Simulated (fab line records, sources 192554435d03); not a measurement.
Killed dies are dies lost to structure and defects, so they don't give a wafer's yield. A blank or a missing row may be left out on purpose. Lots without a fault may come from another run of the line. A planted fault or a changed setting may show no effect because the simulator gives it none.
fab line records | flow n5_finfet
record lots=5 wafers=14 last_day=16
route steps=1938 shown BEOL_M0_SAQP@646 BEOL_M4@1111 PASSIVATION@1936
lots that met no fault: from a run of the same line without faults
start_h: hours from the record's first day to the start of the lot's first wafer shown | wait_h: hours since the lot's step before | " the same as in the row above | L1.1+2: a row that stands for several wafers | - no value, or no start given | * or withheld: withheld | < > ~ a bound
route shown NAME@n: a module of which the file shows steps, and the number in the route of the first | usual: mean/standard deviation of fault-free wafers | same: alike in all rows | chamber/n: place in a boat | sites: the reading at each site | _std_site: their standard deviation | _edge_site: outer sites' mean less inner sites' | radius_mm: how far each site lies from the wafer's centre | mask NAME#n: copy n | behind: the tool/chamber that last shaped the wafer | hold: why the lot was held/for how many hours/how that ended | device: the transistor (n, p or np) that didn't switch | end of line: the same wafers' tests at the end of the route | a step without rows: its recipe alone | killed: dies lost to structure and defects at the first sort, not the wafer's yield | map: a wafer's dies, x killed, . not, _ none there
set.NAME: the setting as run; set.NAME@STEP: as run at that earlier step | model.NAME: the simulator's own value behind a step, which no gauge read
lots at some steps of the route; a table a step, a row a wafer
services: from which hour (start_h, from the record's first day; less than 0 if before it) a tool's chamber was out of use, for how many hours, and why
## steps
# step N5_BEOL_M0_SAQP_EXPOSE_11
# recipe mask_id=M0_CORE na=1.35 source_shape=dipole sigma_inner=0.538 sigma_outer=0.738 polarization=te target_cd_nm=42 dose_mj=55
# step N5_BEOL_M0_SAQP_PEB_12
# recipe peb_temp_c=withheld peb_time_s=60 resist=CAR-ArF
# step N5_BEOL_M0_SAQP_DEVELOP_13
# recipe develop_time_s=30 developer=TMAH resist=CAR-ArF dev_temp_c=23 rinse_liquid=diw dry=air_spin
# step N5_BEOL_M0_SAQP_CD_MEAS_14
# recipe target_cd_nm=42.5 landing_energy_ev=500 detector=se_inlens
# usual cd_nm=42.4/0.36
# columns lot.wafer tool chamber start_h wait_h cd_nm
L825.3 cd_sem-01 0 112.94 - 42.4
L825.5 " 0 " " 42.2
L825.6 " 0 " " 42.2
L834.3 cd_sem-01 0 169.85 - 43.2
L834.4 " 0 " " 42.2
L840.2 cd_sem-03 0 208.45 - 42.5
L840.4 " 0 " " 42.6
L840.5 " 0 " " 42.0
L841.1 cd_sem-02 0 212.89 - 42.6
L841.3 " 0 " " 42.7
L841.6 " 0 " " 42.5
L842.1 cd_sem-03 0 216.98 - 42.2
L842.3 " 0 " " 42.2
L842.6 " 0 " " 42.7
# step N5_BEOL_M0_SAQP_OVL_MEAS_15
# recipe points_per_wafer=44
# usual M0_CORE_OVL=0.2/0.89
# columns lot.wafer tool chamber start_h wait_h M0_CORE_OVL[nm]
L825.3 overlay-02 0 112.97 0.0 -0.1
L825.5 " 0 " " -0.6
L825.6 " 0 " " 1.2
L834.3 overlay-02 0 169.88 0.0 -0.9
L834.4 " 0 " " 0.3
L840.2 overlay-01 0 208.48 0.0 -0.1
L840.4 " 0 " " 0.6
L840.5 " 0 " " 0.8
L841.1 overlay-01 0 212.92 0.0 -1.1
L841.3 " 0 " " -1.1
L841.6 " 0 " " 0.3
L842.1 overlay-01 0 217.01 0.0 0.4
L842.3 " 0 " " -0.7
L842.6 " 0 " " 0.8
# step N5_BEOL_M0_SAQP_INSPECT_16
# recipe mode=adi inspect_instrument=brightfield
# usual raw_defect_count=467/120
# columns lot.wafer tool chamber start_h wait_h raw_defect_count
L825.3 defect_inspect-01 - 113.00 0.0 682
L825.5 " - " " 829
L825.6 " - " " 627
L834.3 defect_inspect-02 - 169.90 0.0 417
L834.4 " - " " 443
L840.2 defect_inspect-02 - 208.51 0.0 559
L840.4 " - " " 678
L840.5 " - " " 462
L841.1 defect_inspect-01 - 212.94 0.0 569
L841.3 " - " " 446
L841.6 " - " " 287
L842.1 defect_inspect-01 - 217.03 0.0 506
L842.3 " - " " 489
L842.6 " - " " 822
# step N5_BEOL_M0_SAQP_DESCUM_19
# recipe chemistry=O2 time_s=7.9 source_power_w=50 bias_power_w=20 pressure_mtorr=20 rf_frequency_hz=2.712e+07 temp_c=40 resist=CAR-ArF o2_flow_sccm=225
# step N5_BEOL_M0_SAQP_ETCH_83
# recipe chemistry=CF4 target=SiARC target_depth_a=390 mask_material=CAR-ArF time_s=65 ion_energy_ev=80 pressure_mtorr=40 source_w=545 bias_w=36 Ar_flow_sccm=100 cf4_flow_sccm=100 ends=cleared
# step N5_BEOL_M0_SAQP_ETCH_84
# recipe chemistry=N2/H2 target=SOC target_depth_a=1000 overetch_a=200 mask_material=SiARC temp_c=40 time_s=150 ion_energy_ev=200 pressure_mtorr=30 source_w=840 bias_w=150 n2_flow_sccm=200 h2_flow_sccm=200
# usual drypump_motor_current_A=5.7/0.41 oes_product_au=0.69/0.071 rf_vpp_V=524.0/2.6 showerhead_plenum_p_Torr=2.55/0.09 throttle_valve_pct=17.81/0.23
# columns lot.wafer tool chamber start_h wait_h drypump_motor_current_A oes_product_au rf_hours_counter_h rf_vpp_V showerhead_plenum_p_Torr throttle_valve_pct
L825.3 rie_diel-04 0 113.27 0.0 6.6 0.74 88 527.6 2.68 18.04
L825.5 " 0 " " 6.6 0.74 - 527.2 2.68 18.05
L825.6 " 1 " " 6.5 0.66 - 524.2 2.52 17.50
L834.3 rie_diel-04 3 170.02 0.0 5.4 0.79 54 523.3 2.50 17.78
L834.4 " 1 " " 6.5 0.65 173 523.0 2.51 17.49
L840.2 rie_diel-05 2 208.62 0.0 5.6 0.78 43 525.0 2.61 17.48
L840.4 " 3 " " 5.5 0.66 - 520.3 2.43 17.77
L840.5 " 2 " " 5.6 0.77 - 524.8 2.61 17.50
L841.1 rie_diel-01 3 213.06 0.0 5.5 0.62 217 526.6 2.62 17.87
L841.3 " 0 " " 5.3 0.86 9 525.4 2.60 17.49
L841.6 " 3 " " 5.5 0.63 - 526.3 2.62 17.87
L842.1 rie_diel-01 2 217.35 0.0 5.5 0.62 232 526.5 2.63 18.11
L842.3 " 0 " " 5.3 0.85 11 524.9 2.60 17.51
L842.6 " 0 " " 5.3 0.86 - 524.3 2.60 17.50
# step N5_BEOL_M0_SAQP_STRIP_80
# recipe chemistry=N2/H2 temp_c=40 n2_flow_sccm=200 h2_flow_sccm=200 rf_frequency_hz=6e+07
# step N5_BEOL_M0_SAQP_HM_OPEN_112
# recipe chemistry=CHF3/O2 target=SiO2 stop_on=a-Si target_depth_a=120 over_etch_frac=1.25 mask_material=SOC time_s=13.5 pressure_mtorr=30 source_w=650 bias_w=170 Ar_flow_sccm=200 CHF3_flow_sccm=50 O2_flow_sccm=5 ion_energy_ev=200 ends=end_point
# usual drypump_motor_current_A=5.7/0.41 oes_product_au=0.50/0.053 rf_vpp_V=524/12 showerhead_plenum_p_Torr=2.41/0.082 throttle_valve_pct=18.78/0.23
# columns lot.wafer tool chamber start_h wait_h drypump_motor_current_A oes_product_au rf_hours_counter_h rf_vpp_V showerhead_plenum_p_Torr throttle_valve_pct
L825.3 rie_diel-04 0 113.37 0.0 6.6 0.54 88 528 2.54 19.04
L825.5 " 0 " " 6.6 0.54 - 528 2.54 19.03
L825.6 " 1 " " 6.5 0.49 - 517 2.40 18.64
L834.3 rie_diel-04 3 170.13 0.0 5.4 0.57 54 512 2.36 18.62
L834.4 " 1 " " 6.5 0.47 173 517 2.39 18.65
L840.2 rie_diel-05 2 208.73 0.0 5.6 0.56 43 519 2.46 18.43
L840.4 " 3 " " 5.5 0.48 - 517 2.31 18.79
L840.5 " 2 " " 5.6 0.56 - 518 2.46 18.43
L841.1 rie_diel-01 3 213.17 0.0 5.5 0.46 217 547 2.48 18.89
L841.3 " 0 " " 5.3 0.64 9 527 2.46 18.42
L841.6 " 3 " " 5.5 0.46 - 545 2.48 18.89
L842.1 rie_diel-01 2 217.46 0.0 5.5 0.46 232 525 2.49 19.02
L842.3 " 0 " " 5.3 0.63 11 528 2.46 18.44
L842.6 " 0 " " 5.2 0.63 - 527 2.46 18.43
# step N5_BEOL_M0_SAQP_STRIP_113
# recipe chemistry=CHF3/O2 resist=SiARC rf_frequency_hz=6e+07
# step N5_BEOL_M0_SAQP_MANDREL_ETCH_20
# recipe target_depth_a=600 chemistry=HBr/Cl2 target=a-Si stop_on=SiNx bt_time_s=10 mask_material=SOC over_etch_frac=0.5 time_s=30 pressure_mtorr=10 icp_w=800 bias_w=75 HBr_flow_sccm=150 Cl2_flow_sccm=80 ends=end_point
# usual drypump_motor_current_A=5.8/0.56 oes_product_au=0.777/0.014 over_etch_frac=0.5/0 throttle_valve_pct=35.4/0.42
# columns lot.wafer tool chamber start_h wait_h drypump_motor_current_A oes_product_au over_etch_frac rf_hours_counter_h throttle_valve_pct model.SOC_of_BEOL_M0_SAQP_COAT_81.thk_nm model.SiNx_of_BEOL_M0_SAQP_PECVD_97.thk_nm
L825.3 rie_si-04 2 113.46 0.0 6.4 0.762 0.5 63 35.3 76.4 18
L825.5 " 0 " " 5.6 0.765 0.5 - 34.9 76 18
L825.6 " 3 " " 6.7 0.778 0.5 - 36.0 75.8 18
L834.3 rie_si-04 3 170.21 0.0 6.7 0.775 0.5 185 36.0 75.4 18
L834.4 " 2 " " 6.4 0.767 0.56831 64 35.3 75 18.2
L840.2 rie_si-06 2 208.82 0.0 6.0 0.756 0.5 63 35.1 76.2 18.4
L840.4 " 1 " " 5.1 0.766 0.5 73 35.0 76.4 18.6
L840.5 " 3 " " 6.6 0.801 0.5 - 35.3 76 18.6
L841.1 rie_si-02 0 213.25 0.0 5.9 0.793 0.5 180 34.9 75.2 17.8
L841.3 " 1 " " 4.7 0.760 0.5 143 35.6 76.2 17.6
L841.6 " 2 " " 5.3 0.753 0.5 - 35.9 76.6 18.2
L842.1 rie_si-06 3 217.54 0.0 6.6 0.788 0.5 84 35.3 75.8 17.6
L842.3 " 2 " " 6.0 0.778 0.5 63 35.1 75.4 18.4
L842.6 " 2 " " 6.0 0.784 0.5 - 35.1 75.4 18.6
# step N5_BEOL_M0_SAQP_STRIP_86
# recipe chemistry=N2/H2 power_w=500 temp_c=40 pressure_mtorr=50 rf_frequency_hz=6e+07 overash_fraction=0.3 bias_power_w=28 h2_frac=0.5 n2_flow_sccm=300 h2_flow_sccm=300
# usual drypump_motor_current_A=5.7/0.39 oes_product_au=0.77/0.088 rf_vpp_V=121.7/1.5 showerhead_plenum_p_Torr=3.36/0.11 throttle_valve_pct=19.0/0.36
# columns lot.wafer tool chamber start_h wait_h drypump_motor_current_A oes_product_au rf_hours_counter_h rf_vpp_V showerhead_plenum_p_Torr throttle_valve_pct
L825.3 rie_diel-05 0 113.56 0.1 6.1 0.71 189 121.2 3.20 18.9
L825.5 " 1 " " 5.7 0.82 - 121.7 3.12 18.7
L825.6 " 2 " " 5.6 0.93 - 121.2 3.46 18.6
L834.3 rie_diel-04 2 170.41 0.2 5.6 0.77 135 121.1 3.39 18.7
L834.4 " 1 " " 6.5 0.73 174 119.8 3.32 18.3
L840.2 rie_diel-01 1 208.93 0.1 5.6 0.71 193 123.0 3.35 19.5
L840.4 " 2 " " 5.5 0.71 229 121.1 3.47 19.6
L840.5 " 0 " " 5.3 0.98 - 122.8 3.43 18.8
L841.1 rie_diel-05 3 213.55 0.3 5.6 0.73 194 120.1 3.22 18.9
L841.3 " 0 " " 6.0 0.68 218 122.2 3.18 18.9
L841.6 " 2 " " 5.6 0.86 - 122.1 3.44 18.6
L842.1 rie_diel-05 3 217.64 0.1 5.6 0.72 196 121.4 3.22 18.9
L842.3 " 2 " " 5.6 0.85 46 124.3 3.44 18.6
L842.6 " 3 " " 5.6 0.72 - 119.9 3.22 18.9
# step N5_BEOL_M0_SAQP_STRIP_115
# recipe chemistry=post_etch_residue_remover time_s=60 temp_c=25 remover_ph=withheld remover_water_wt_pct=withheld remover_fluoride_wt_pct=withheld
# step N5_BEOL_M0_SAQP_SRD_93
# recipe dry=ipa_marangoni time_s=30 temp_c=23 rinse_liquid=diw
# step N5_BEOL_M0_SAQP_RECESS_114
# recipe chemistry=HF/NH3 target=SiO2 target_depth_a=144 afs_cycles=3 temp_c=30 sublimation_temp_c=180 sublimation_time_s=60
# step N5_BEOL_M0_SAQP_SPACER1_ALD_98
# recipe material=SiO2 target_thk_a=128 temp_c=300 ald_precursor_family=BDEAS ald_co_reactant=O2-plasma pulse_time_s=1 purge_time_s=2 co_reactant_purge_time_s=2 ald_cycles=138 pressure_torr=2
# step N5_BEOL_M0_SAQP_SPACER1_ETCHBACK_99
# recipe chemistry=CHF3/O2 mode=anisotropic_etchback target=SiO2 target_depth_a=154 time_s=7.7 pressure_mtorr=30 source_w=650 bias_w=170 Ar_flow_sccm=200 CHF3_flow_sccm=50 O2_flow_sccm=5 ion_energy_ev=200
# step N5_BEOL_M0_SAQP_MANDREL1_REMOVE_100
# recipe chemistry=HBr/Cl2/O2 bt_time_s=10 target=a-Si stop_on=SiNx endpoint=OES-SiCl over_etch_frac=0.85 icp_w=600 bias_w=30 HBr_flow_sccm=150 Cl2_flow_sccm=80 O2_flow_sccm=5 pressure_mtorr=10
# step N5_BEOL_M0_SAQP_CD_MEAS_25
# recipe target_cd_nm=13.1 landing_energy_ev=1000 detector=se_inlens
# usual cd_nm=12.76/0.22
# columns lot.wafer tool chamber start_h wait_h cd_nm
L825.3 cd_sem-02 0 114.92 0.1 12.86
L825.5 " 0 " " 12.61
L825.6 " 0 " " 12.93
L834.3 cd_sem-01 0 171.94 0.1 12.67
L834.4 " 0 " " 12.52
L840.2 cd_sem-03 0 210.18 0.1 12.65
L840.4 " 0 " " 12.95
L840.5 " 0 " " 12.71
L841.1 cd_sem-02 0 214.74 0.1 12.64
L841.3 " 0 " " 12.76
L841.6 " 0 " " 12.91
L842.1 cd_sem-02 0 218.83 0.1 12.79
L842.3 " 0 " " 13.24
L842.6 " 0 " " 12.60
# step N5_BEOL_M0_SAQP_ETCH_101
# recipe chemistry=CH3F/O2 target=SiNx mask_material=SiO2 target_depth_a=299 time_s=42.7 pressure_mtorr=30 source_w=395 bias_w=73 Ar_flow_sccm=150 CH3F_flow_sccm=30 O2_flow_sccm=20 ion_energy_ev=120
# step N5_BEOL_M0_SAQP_ETCH_102
# recipe chemistry=CF4 target=SiO2 target_depth_a=40 ion_energy_ev=350 time_s=4.4 pressure_mtorr=10 icp_w=800 bias_w=400 cf4_flow_sccm=80
# usual drypump_motor_current_A=5.9/0.56 oes_product_au=1.005/0.022 throttle_valve_pct=21.8/0.32
# columns lot.wafer tool chamber start_h wait_h drypump_motor_current_A oes_product_au rf_hours_counter_h throttle_valve_pct
L825.3 rie_si-04 0 115.06 0.1 5.6 0.986 89 21.6
L825.5 " 3 " " 6.7 1.013 - 22.4
L825.6 " 2 " " 6.4 0.980 - 21.6
L834.3 rie_si-06 3 172.34 0.1 6.6 1.018 83 21.9
L834.4 " 1 " " 5.1 0.997 72 21.3
L840.2 rie_si-06 0 210.32 0.1 5.6 1.049 179 21.5
L840.4 " 1 " " 5.1 0.995 73 21.3
L840.5 " 0 " " 5.6 1.058 - 21.5
L841.1 rie_si-02 2 214.89 0.1 5.3 0.964 65 22.3
L841.3 " 0 " " 5.9 1.022 180 21.5
L841.6 " 0 " " 5.9 1.026 - 21.5
L842.1 rie_si-04 1 218.98 0.1 5.9 0.989 52 21.9
L842.3 " 2 " " 6.4 0.988 65 21.6
L842.6 " 1 " " 5.9 0.989 - 21.9
# step N5_BEOL_M0_SAQP_MANDREL_ETCH_103
# recipe chemistry=HBr/Cl2 target=a-Si target_depth_a=450 bt_time_s=10 stop_on=SiCN mask_material=SiO2 over_etch_frac=0.8 time_s=27 pressure_mtorr=10 icp_w=800 bias_w=75 HBr_flow_sccm=150 Cl2_flow_sccm=80 ends=end_point
# step N5_BEOL_M0_SAQP_RECESS_104
# recipe chemistry=HF/NH3 target=SiO2 target_depth_a=180 afs_cycles=3 temp_c=30 sublimation_temp_c=180 sublimation_time_s=60
# step N5_BEOL_M0_SAQP_COAT_105
# recipe resist=SOC temp_c=250 time_s=60 spin_rpm=1500 resist_thk_nm=100
# step N5_BEOL_M0_SAQP_ETCH_106
# recipe chemistry=N2/H2 target=SOC target_depth_a=1500 stop_on=SiNx ion_energy_ev=100 bias_w=61 pressure_mtorr=30 source_w=850 n2_flow_sccm=200 h2_flow_sccm=200
# usual drypump_motor_current_A=5.7/0.35 oes_product_au=0.76/0.084 rf_vpp_V=240.5/1.4 showerhead_plenum_p_Torr=2.54/0.09 throttle_valve_pct=17.78/0.22
# columns lot.wafer tool chamber start_h wait_h drypump_motor_current_A oes_product_au rf_hours_counter_h rf_vpp_V showerhead_plenum_p_Torr throttle_valve_pct model.SiNx_of_BEOL_M0_SAQP_PECVD_97.thk_nm
L825.3 rie_diel-05 1 115.62 - 5.7 0.79 90 237.7 2.35 17.87 15
L825.5 " 1 " " 5.7 0.79 - 238.1 2.35 17.85 15
L825.6 " 2 " " 5.5 0.92 - 241.8 2.62 17.45 15
L834.3 rie_diel-04 3 172.90 - 5.4 0.87 55 240.0 2.50 17.77 15
L834.4 " 1 " " 6.5 0.72 174 240.4 2.51 17.49 15.2
L840.2 rie_diel-01 3 210.88 - 5.5 0.69 216 242.8 2.62 17.85 15.4
L840.4 " 1 " " 5.6 0.71 194 240.1 2.54 18.10 15.8
L840.5 " 0 " " 5.3 0.95 - 240.9 2.60 17.49 15.6
L841.1 rie_diel-05 3 215.45 - 5.5 0.73 195 237.2 2.43 17.77 14.8
L841.3 " 2 " " 5.6 0.86 46 242.8 2.61 17.47 14.6
L841.6 " 3 " " 5.6 0.73 - 239.2 2.43 17.77 15.4
L842.1 rie_diel-04 0 219.55 - 6.5 0.79 114 242.4 2.67 18.07 14.6
L842.3 " 3 " " 5.4 0.85 70 238.3 2.49 17.79 15.4
L842.6 " 2 " " 5.6 0.73 - 239.6 2.56 17.55 15.6
# step N5_BEOL_M0_SAQP_ETCH_107
# recipe chemistry=CH3F/O2 target=SiNx target_depth_a=300 mask_material=SOC pressure_mtorr=30 source_w=395 bias_w=73 Ar_flow_sccm=150 CH3F_flow_sccm=30 O2_flow_sccm=20 ion_energy_ev=120
# usual CH3F_flow_sccm=30.00/0.083 drypump_motor_current_A=5.7/0.36 oes_product_au=0.77/0.086 rf_vpp_V=297/6.5 showerhead_plenum_p_Torr=1.99/0.069 throttle_valve_pct=16.30/0.23
# columns lot.wafer tool chamber start_h wait_h CH3F_flow_sccm drypump_motor_current_A oes_product_au rf_hours_counter_h rf_vpp_V showerhead_plenum_p_Torr throttle_valve_pct
L825.3 rie_diel-05 1 115.68 0.0 29.96 5.7 0.80 90 284 1.87 16.52
L825.5 " 1 " " 30.08 5.7 0.80 - 286 1.87 16.53
L825.6 " 2 " " 29.90 5.5 0.94 - 294 2.05 15.91
L834.3 rie_diel-04 3 172.96 0.0 29.90 5.4 0.88 55 290 1.95 16.11
L834.4 " 1 " " 30.13 6.5 0.71 175 293 1.99 16.23
L840.2 rie_diel-01 3 210.94 0.0 30.15 5.5 0.70 216 309 2.07 16.43
L840.4 " 1 " " 30.02 5.6 0.71 194 296 1.97 16.47
L840.5 " 0 " " 30.04 5.2 0.97 - 299 2.05 15.98
L841.1 rie_diel-05 3 215.51 0.0 29.89 5.5 0.73 195 293 1.92 16.38
L841.3 " 2 " " 30.13 5.6 0.87 46 293 2.04 15.96
L841.6 " 3 " " 29.88 5.5 0.74 - 294 1.92 16.37
L842.1 rie_diel-04 0 219.61 0.0 29.99 6.5 0.81 114 299 2.11 16.57
L842.3 " 3 " " 29.99 5.4 0.86 70 291 1.95 16.13
L842.6 " 2 " " 29.90 5.6 0.75 - 298 2.00 15.99
# step N5_BEOL_M4_RC_MEAS_101
# usual DIBL_N=36.8/2.1 DIBL_P=37.1/2.2 IOFF_N=0.18/0.037 IOFF_P=0.23/0.041 ION_N=682/13 ION_P=467/8.6 SS_N=71.7/0.61 SS_P=73.5/0.6 VT_N=248/3.4 VT_P=-249/3.5
# columns lot.wafer tool chamber start_h wait_h DIBL_N[mV/V] DIBL_P[mV/V] IOFF_N[nA/um] IOFF_P[nA/um] ION_N[uA/um] ION_P[uA/um] SS_N[mV/dec] SS_P[mV/dec] VT_N[mV] VT_P[mV]
L825.3 prober-01 0 169.41 0.3 38.1 36.8 0.16 0.22 689 472 72.0 73.2 249 -247
L825.5 " 0 " " 36.6 34.7 0.15 0.19 686 472 71.6 73.6 250 -250
L825.6 " 0 " " 38.5 37.1 0.18 0.22 684 465 72.7 73.1 248 -248
L834.3 prober-02 0 234.19 0.3 36.3 38.2 0.17 0.20 684 463 71.8 74.1 247 -252
L834.4 " 0 " " 36.8 39.4 0.20 0.22 703 478 71.8 74.2 246 -251
L840.2 prober-01 0 263.16 0.2 36.6 37.6 0.16 0.22 676 461 71.4 73.8 250 -249
L840.4 " 0 " " 35.5 36.5 0.15 0.21 685 474 71.2 72.7 251 -250
L840.5 " 0 " " 37.9 38.6 0.19 0.25 687 471 71.3 73.8 250 -247
L841.1 prober-02 0 264.23 0.0 37.7 38.2 0.18 0.28 679 470 72.0 74.0 248 -245
L841.3 " 0 " " 34.7 32.9 0.13 0.18 665 456 71.1 73.3 250 -251
L841.6 " 0 " " 36.5 35.6 0.16 0.23 658 463 71.5 73.6 253 -246
L842.1 prober-02 0 272.56 0.0 34.5 34.5 0.13 0.18 668 460 72.1 72.7 251 -252
L842.3 " 0 " " 33.6 33.3 0.12 0.17 674 463 71.5 73.3 252 -254
L842.6 " 0 " " 33.9 33.5 0.13 0.18 682 469 70.9 72.6 251 -250
# step N5_PASSIVATION_PROBE_49
# usual defect_limited_yield=91.0/1.4 killed_at_M0_to_M3=35/10 killed_at_M4_up=13/6 killed_at_contacts=13/6.4 killed_at_front_end=42/12 killed_at_other=3.2/2.4 killed_dies=107/17 killed_open=69/13 killed_short=33/7.3 sort_bin_5_function=5.3/0.92 sort_bin_6_memory=3.3/0.66 sort_n_pass=1073/17 sort_yield_pct=90.9/1.4
# same gross_dies=1180 killed_at_back_side=0 sort_bin_4_leakage[%]=0 sort_bin_8_speed[%]=0
# columns lot.wafer tool chamber start_h wait_h defect_limited_yield[%] killed_at_M0_to_M3 killed_at_M4_up killed_at_contacts killed_at_front_end killed_at_other killed_dies killed_open killed_short sort_bin_5_function[%] sort_bin_6_memory[%] sort_n_pass sort_yield_pct[%]
L840.2 prober-01 - 369.01 0.1 90.3 37 17 21 28 11 114 83 27 5.1 4.2 1066 90.3
L840.4 prober-01 - 369.11 0.2 89.8 51 10 13 45 1 120 78 32 6.0 3.6 1060 89.8
L840.5 prober-01 - 369.16 0.2 91.2 42 11 22 27 2 104 61 34 5.0 3.2 1076 91.2
# killed by level:class
L840.2 MOL_CONTACT_COAG:geometric_particle:open=17 BEOL_M2:geometric_particle:open=14 BEOL_M3:geometric_particle:open=12 BEOL_M5:geometric_particle:open=6 FIN_SAQP:geometric_particle:open=4 DUMMY_GATE:geometric_particle:open=4 MIM_TOP:geometric_particle:open=4 FIN_SAQP:geometric_particle:short=3
L840.4 BEOL_M2:geometric_particle:open=17 STI_FIN_REVEAL:geometric_particle:open=13 BEOL_M0_SAQP:geometric_particle:open=8 GATE_CUT:geometric_particle:short=7 BEOL_M0_SAQP:geometric_particle:short=7 MOL_CONTACT_COAG:geometric_particle:open=6 BEOL_M1:geometric_particle:open=6 BEOL_M3:geometric_particle:open=6
L840.5 MOL_CONTACT_COAG:geometric_particle:open=13 BEOL_M0_SAQP:geometric_particle:open=13 BEOL_M2:geometric_particle:open=12 BEOL_M0_SAQP:geometric_particle:short=9 MOL_CONTACT_COAG:geometric_particle:short=7 HKMG_FIN:area_etch=6 GATE_CUT:geometric_particle:short=5 FIN_SAQP:geometric_particle:short=3
## services
# columns tool chamber start_h hours kind
rie_diel-01 - 98.69 2.8 pm
rie_diel-01 1 103.37 4.6 repair
rie_si-02 - 106.70 0.2 repair
rie_diel-04 0 115.51 14.2 repair
rie_si-06 2 121.47 3.3 repair
rie_si-04 1 146.28 10.1 repair
rie_diel-04 1 160.42 8.4 repair
rie_diel-04 - 161.90 4.3 pm
rie_diel-01 0 169.35 - clean
rie_diel-01 0 169.35 - consumable_replace:focus_ring
rie_diel-01 0 169.35 15.3 scheduled_down
rie_diel-01 0 169.35 15.3 vent_cycle
rie_si-06 0 180.74 6.8 repair
rie_diel-04 2 186.18 3.8 repair
rie_si-04 0 189.61 1.5 repair
rie_diel-05 1 199.14 22.3 repair
rie_diel-04 - 219.11 0.4 repair
## key
first_sign step=N5_BEOL_M0_SAQP_MANDREL_ETCH_20 reading=over_etch_frac direction=up sigmas=99+ usual=0.5 struck=0.56831
effect none on later readings
model_effect step=N5_BEOL_M0_SAQP_MANDREL_ETCH_20 value=SOC_of_BEOL_M0_SAQP_COAT_81.thk_nm without=76 struck=75
model_effect step=N5_BEOL_M0_SAQP_ETCH_106 value=SiNx_of_BEOL_M0_SAQP_PECVD_97.thk_nm without=15.8 struck=15.2
met_at N5_BEOL_M0_SAQP_MANDREL_ETCH_20
struck_wafers L834.4
onset_between 113.46 170.21
fault kind=process_parameter_drift tool=rie_si-04 chamber=- onset_h=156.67 steps=N5_BEOL_M0_SAQP_MANDREL_ETCH_20 channel=over_etch_frac offset=0.068314 shape=step end_h=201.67 scope=struck_wafers_only acts_in=these_recipes_only stated=0.5
